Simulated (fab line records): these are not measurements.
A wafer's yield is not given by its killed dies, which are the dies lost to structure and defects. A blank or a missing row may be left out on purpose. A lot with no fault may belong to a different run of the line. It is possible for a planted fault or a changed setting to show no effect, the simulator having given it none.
Matching of chambers + flow n5-finfet + 4 sister chambers for N5_BEOL_M3_ALD_98 on ald-sin-03
The step deposits SiO2, target thk 2.5 nm, pulse time 1 s, co reactant pulse time 1 s. 8 wafers are shown with their chamber, then 7 later ones without.

EACH WAFER AND ITS CHAMBER
| wafer  | chamber | heater-power-w (W) | heater-power-outer-w (W) |
|--------|---------|--------------------|--------------------------|
| L074.4 | 0       | 87                 | 42                       |
| L076.4 | 1       | 78                 | 42                       |
| L082.6 | 2       | 75                 | 41                       |
| L087.1 | 3       | 77                 | 36                       |
| L087.2 | 0       | 84                 | 41                       |
| L087.5 | 3       | 77                 | 36                       |
| L088.1 | 2       | 76                 | 40                       |
| L088.3 | 1       | 77                 | 45                       |

WAFERS WITHOUT THEIR CHAMBER
| wafer  | heater-power-w (W) | heater-power-outer-w (W) |
|--------|--------------------|--------------------------|
| L088.6 | 76                 | 38                       |
| L093.1 | 77                 | 46                       |
| L093.2 | 77                 | 37                       |
| L093.6 | 76                 | 40                       |
| L096.1 | 79                 | 44                       |
| L096.2 | 77                 | 37                       |
| L096.4 | 84                 | 42                       |

WHICH CHAMBER EACH WENT THROUGH
| wafer  | from the rows above     | in truth |
|--------|-------------------------|----------|
| L088.6 | can't be placed: 3 or 2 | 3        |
| L093.1 | 1                       | 1        |
| L093.2 | 3                       | 3        |
| L093.6 | 2                       | 2        |
| L096.1 | 1                       | 1        |
| L096.2 | 3                       | 3        |
| L096.4 | 0                       | 0        |
Placed correctly: 6 of 7. Unplaceable from these rows: 1, with the true chamber sitting among the candidates in 1. 0 placed wrongly.
How it was worked out, from the rows above alone: a wafer's distance from a chamber is the root of the sum, over the readings, of the square of ((its reading less the chamber's mean) divided by the reading's scatter). The wafer belongs to the nearest chamber; if the next one is less than 2 further off, it can't be placed. For every chamber, the mean is computed from those of its wafers that are shown. How the scatter is found: for the shown wafers, subtract from each reading the mean of its chamber, square and add these, divide the total by (wafers less chambers), then take the root.
